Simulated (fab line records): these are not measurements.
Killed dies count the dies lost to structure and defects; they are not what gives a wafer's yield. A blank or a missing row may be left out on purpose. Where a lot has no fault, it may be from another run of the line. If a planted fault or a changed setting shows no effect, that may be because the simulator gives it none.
A struck lot beside a sound one    flow n5 finfet    14 out of 1938 route steps
Sound: wafers L494.3, L494.4, L494.5. Wafers struck: L500.4, L500.5, L500.6. The cause is named last.
Order at every step that has rows: each side's tool, ch and its chambers, its first start. Under that, the readings that differ: sound wafers    struck wafers    difference of the means    sigmas: that difference in standard deviations of wafers without a fault.
alike: readings whose means differ by less than 2 such deviations, and words and numbers that are the same on both sides. not compared: withheld readings, readings that some wafer has no value for, bounds like >300 that may hide the same value, and numbers for which the record gives no deviation and whose values overlap.
The two part at a step that has a row with sigmas, a row that says differs or no value, or rows on one side only. Numbers that have no deviation but don't overlap get no sigmas and don't part them. A reading missing from all wafers of one side parts the sides only when that side holds two or more wafers.

N5_BEOL_M0_SAQP_PECVD_03: deposits SiCN from 3MS/NH3, target thk 12 nm, time 21.1 s.
  sound on pecvd-02 ch 0,1,2, day 8 09:01; struck on pecvd-03 ch 0,1, day 9 23:15
  alike: rf fwd power W, showerhead plenum p Torr, throttle valve pct
N5_BEOL_M0_SAQP_PECVD_96: deposits a-Si from SiH4/He, target thk 45 nm, time 45.2 s.
  sound on pecvd-02 ch 0,1,2, day 8 09:02; struck on pecvd-03 ch 0,1, day 9 23:18
  alike: heater power w, rf fwd power W, showerhead plenum p Torr, throttle valve pct
N5_BEOL_M0_SAQP_PECVD_97: deposits SiNx from SiH4/NH3/N2, target thk 23 nm, time 19.9 s.
  sound on pecvd-02 ch 0,1,2, day 8 09:05; struck on pecvd-03 ch 0,1, day 9 23:22
  alike: heater power w, rf fwd power W, showerhead plenum p Torr, throttle valve pct
N5_BEOL_M0_SAQP_PECVD_04: deposits a-Si from SiH4/He, target thk 60 nm, time 60.2 s.
  sound on pecvd-02 ch 0,1,2, day 8 09:08; struck on pecvd-03 ch 0,1, day 9 23:26
  alike: heater power w, rf fwd power W, showerhead plenum p Torr, throttle valve pct
N5_BEOL_M0_SAQP_THK_MEAS_05:
  struck on film metro-02, day 9 23:32; sound on film metro-01, day 8 09:14
  alike: thk nm
N5_BEOL_M0_SAQP_HM_DEP_111: deposits SiO2 from SiH4/N2O, target thk 12 nm, time 7.2 s.
  sound on pecvd-03 ch 1,2, day 8 09:16; struck on pecvd-04 ch 0,1, day 9 23:36
  alike: heater power w, rf fwd power W, showerhead plenum p Torr
then, 6 steps without rows for these wafers: N5_BEOL_M0_SAQP_COAT_81 (time 60 s, resist thk 100 nm); N5_BEOL_M0_SAQP_COAT_82 (time 60 s, resist thk 30 nm); N5_BEOL_M0_SAQP_COAT_08 (resist thk 90 nm); N5_BEOL_M0_SAQP_EBR_10; N5_BEOL_M0_SAQP_SOFTBAKE_09 (time 60 s); N5_BEOL_M0_SAQP_EXPOSE_11 (exposes mask M0 CORE, target cd 42 nm).
N5_BEOL_M0_SAQP_PEB_12: peb time 60 s.
  struck on litho track-03, day 9 23:59; sound on litho track-01 ch 0, day 8 09:31
  no value came back on the struck wafers for chill plate temp C (C), exhaust pa (Pa), resist line temp C (C); on the sound wafers chill plate temp C (C) reads 23.29 23.24 23.05
then, 1 step without rows for these wafers: N5_BEOL_M0_SAQP_DEVELOP_13 (develop time 30 s).

== WHERE THEY PART ==
At N5_BEOL_M0_SAQP_PEB_12 and nowhere else, as far as this record goes.

WHY: the cause the simulator had injected
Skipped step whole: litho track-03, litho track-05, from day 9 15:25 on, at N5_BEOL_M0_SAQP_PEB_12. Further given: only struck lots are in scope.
